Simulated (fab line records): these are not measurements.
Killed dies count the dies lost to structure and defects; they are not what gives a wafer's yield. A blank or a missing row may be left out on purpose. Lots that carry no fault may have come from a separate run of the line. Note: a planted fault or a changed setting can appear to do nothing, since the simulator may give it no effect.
Lot-split experiment + flow n5_finfet + 7 lots, 21 wafers read, on a route of 1938 steps

## ON THE SPLIT
At N5_BEOL_M3_COAT_76 (time 60 s, resist thk 5 nm), the setting spin_rpm was moved away from the recipe's 1500 rpm on 9 of the 21 wafers read, by -10.4% to +9.7%. For the rest of the wafers, this setting stayed at what the recipe calls for.

## FROM THE SPLIT TO THE READING: what the file shows between them, 3 steps
- N5_BEOL_M3_COAT_22: resist thk 30 nm
- N5_BEOL_M3_EBR_24
- N5_BEOL_M3_DESCUM_33: chemistry O2, time 7 s

## THE READING
etch.depth_nm (the simulator's own value, which no gauge read), in nm, at N5_BEOL_M3_ETCH_77 (etches underlayer in N2/H2, target depth 6.5 nm, time 5.2 s). The file does not state a usual value for it. Across the 12 wafers here that went through the recipe, the average is 5.010 nm and the standard deviation 0.01 nm.

| wafer  | tool, chamber at the split | spin_rpm as run, rpm | against the recipe | etch.depth_nm, nm | against lot-mates on the recipe |
|--------|----------------------------|----------------------|--------------------|-------------------|---------------------------------|
| L074.1 | litho_track-05, 0          | 1500                 | recipe             | 4.999             | -                               |
| L074.3 | litho_track-05, 0          | 1500                 | recipe             | 5.008             | -                               |
| L074.4 | litho_track-05, 0          | 1500                 | recipe             | 5.004             | -                               |
| L076.1 | litho_track-01, 0          | 1500                 | recipe             | 5.009             | -                               |
| L076.2 | litho_track-01, 0          | 1500                 | recipe             | 5.023             | -                               |
| L076.5 | litho_track-01, 0          | 1500                 | recipe             | 5.029             | -                               |
| L077.1 | litho_track-05, 0          | 1500                 | recipe             | 5.001             | -                               |
| L077.4 | litho_track-05, 0          | 1387                 | -7.5%              | 5.193             | +0.192                          |
| L077.5 | litho_track-05, 0          | 1387                 | -7.5%              | 5.201             | +0.200                          |
| L079.2 | litho_track-04, 0          | 1344                 | -10.4%             | 5.282             | no lot-mate on the recipe       |
| L079.3 | litho_track-04, 0          | 1344                 | -10.4%             | 5.293             | no lot-mate on the recipe       |
| L079.6 | litho_track-04, 0          | 1344                 | -10.4%             | 5.279             | no lot-mate on the recipe       |
| L084.1 | litho_track-05, 0          | 1500                 | recipe             | 5.024             | -                               |
| L084.3 | litho_track-05, 0          | 1645                 | +9.7%              | 4.799             | -0.220                          |
| L084.4 | litho_track-05, 0          | 1500                 | recipe             | 5.014             | -                               |
| L090.1 | litho_track-01, 0          | 1500                 | recipe             | 5.007             | -                               |
| L090.2 | litho_track-01, 0          | 1602                 | +6.8%              | 4.848             | -0.159                          |
| L090.6 | litho_track-01, 0          | 1602                 | +6.8%              | 4.848             | -0.159                          |
| L091.1 | litho_track-04, 0          | 1500                 | recipe             | 4.995             | -                               |
| L091.3 | litho_track-04, 0          | 1380                 | -8.0%              | 5.204             | +0.205                          |
| L091.6 | litho_track-04, 0          | 1500                 | recipe             | 5.002             | -                               |

FIT RESULTS
A straight line over all 21 wafers: etch.depth_nm changes by -0.0248 nm for each +1% of spin_rpm; r = -1.00; the points scatter about the line by 0.012 nm.
The same after taking each lot's own level away (the mean of its wafers on the recipe; 18 wafers): -0.0245 nm for each +1%; r = -1.00; scatter 0.0074 nm.
That fit puts the effect of the largest move of spin_rpm on the reading at 0.25 nm.
The lots' own levels span 4.9985 to 5.0203 nm, that is 2.1 times the standard deviation above.
Consequently the slope shifts little with the lot-to-lot level, the two slopes agreeing.
Check: for one of the wafers moved furthest among these (+9.7%), held out of the fit, the line's prediction against its lot-mates is -0.239 nm. Against them it came out at -0.22 nm.

## OTHER SPLITS APPLIED TO THESE WAFERS
Before the reading, these wafers also passed through other splits. Each is held against what the fit with the lots' levels taken away leaves over:
| other split on the same wafers     | wafers away from the commonest value | r with etch.depth_nm (lot level and that fit taken away) |
|------------------------------------|--------------------------------------|----------------------------------------------------------|
| N5_BEOL_M1_COAT_61 spin_rpm        | 6                                    | -0.26                                                    |
| N5_BEOL_M2_DESCUM_33 time_s        | 8                                    | +0.20                                                    |
| N5_BEOL_M2_TRENCH_ETCH_37 source_w | 7                                    | +0.03                                                    |

## THE FILE'S OWN FIT
etch.depth_nm changes by -0.0243 nm for each +1% of spin_rpm, r = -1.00.
